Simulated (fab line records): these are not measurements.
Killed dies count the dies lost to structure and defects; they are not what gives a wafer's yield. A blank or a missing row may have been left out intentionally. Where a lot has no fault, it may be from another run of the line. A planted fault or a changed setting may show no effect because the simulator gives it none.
Matching of chambers | flow n5 finfet | N5_MOL_CONTACT_COAG_ALD_20 on ald metal-01: 4 sister chambers
The step deposits TiN, target thk 1.5 nm, pulse time 1 s, purge time 3 s. 4 wafers are shown with their chamber, then 12 later ones without.

== WAFERS WITH THEIR CHAMBER ==
wafer  | chamber | heater power w (W)
L081.4 | 3       | 982
L082.3 | 0       | 687
L084.1 | 1       | 1137
L084.5 | 2       | 878

== WAFERS MISSING THEIR CHAMBER ==
wafer  | heater power w (W)
L086.2 | 1156
L086.4 | 859
L086.5 | 700
L087.1 | 858
L087.4 | 979
L087.5 | 688
L091.2 | 1113
L091.5 | 889
L091.6 | 978
L093.1 | 861
L093.2 | 1153
L093.6 | 883

== WHICH CHAMBER EACH ONE RAN IN ==
wafer  | from the rows above | in truth
L086.2 | 1                   | 1
L086.4 | 2                   | 2
L086.5 | 0                   | 0
L087.1 | 2                   | 2
L087.4 | 3                   | 3
L087.5 | 0                   | 0
L091.2 | 1                   | 1
L091.5 | 2                   | 2
L091.6 | 3                   | 3
L093.1 | 2                   | 2
L093.2 | 1                   | 1
L093.6 | 2                   | 2
Placed correctly: 12 of 12. Not placeable from these rows: 0. 0 placed wrongly.
How it was worked out, from the rows above alone: a wafer's distance from a chamber is the root of the sum, over the readings, of the square of ((its reading less the chamber's mean) divided by the reading's scatter). The wafer belongs to the nearest chamber; if the next one is less than 2 further off, it can't be placed. A chamber's mean is the mean of its shown wafers. The scatter: with one shown wafer a chamber, the root of the mean of the squares of how far each hidden wafer lies from its nearest shown one.
